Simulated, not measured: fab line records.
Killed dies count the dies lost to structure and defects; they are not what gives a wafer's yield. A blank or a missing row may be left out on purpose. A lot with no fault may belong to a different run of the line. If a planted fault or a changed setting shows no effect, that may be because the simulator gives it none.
Matching of chambers	flow n5-finfet	3 sister chambers for N5_FIN_SAQP_PECVD_06 on pecvd-03
The step deposits a-Si from SiH4/He, target thk 60 nm, time 48.1 s. 6 wafers are shown with their chamber, then 10 later ones without.

## WAFERS, EACH WITH ITS CHAMBER
wafer	chamber	showerhead-plenum-p-Torr (Torr)	throttle-valve-pct (%)
L087.3	0	5.70	18.5
L090.1	0	5.67	18.2
L090.4	1	5.60	18.6
L090.5	2	5.61	18.6
L092.1	1	5.59	18.9
L092.2	2	5.61	18.7

## WAFERS WHOSE CHAMBER IS MISSING
wafer	showerhead-plenum-p-Torr (Torr)	throttle-valve-pct (%)
L092.5	5.60	18.8
L094.1	5.69	18.2
L094.4	5.68	18.3
L094.5	5.61	18.2
L096.1	5.67	18.6
L096.2	5.62	18.4
L096.3	5.69	18.6
L097.4	5.59	18.5
L097.5	5.67	18.6
L097.6	5.61	18.5

## THE CHAMBER EACH PASSED THROUGH
wafer	from the rows above	in truth
L092.5	can't be placed: 1 or 2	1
L094.1	0	0
L094.4	0	0
L094.5	can't be placed: 2 or 1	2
L096.1	0	0
L096.2	can't be placed: 2 or 1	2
L096.3	0	0
L097.4	can't be placed: 1 or 2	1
L097.5	0	0
L097.6	can't be placed: 2 or 1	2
Correct placement for 5 of the 10. These rows do not allow placing 5 (true chamber among the candidates in 5). Number placed wrongly: 0.
How it was worked out, from the rows above alone: a wafer's distance from a chamber is the root of the sum, over the readings, of the square of ((its reading less the chamber's mean) divided by the reading's scatter). The wafer belongs to the nearest chamber; if the next one is less than 2 further off, it can't be placed. For every chamber, the mean is computed from those of its wafers that are shown. The scatter is the square root of a quotient: the sum, over the shown wafers, of each reading's squared deviation from its chamber's mean, divided by wafers minus chambers.
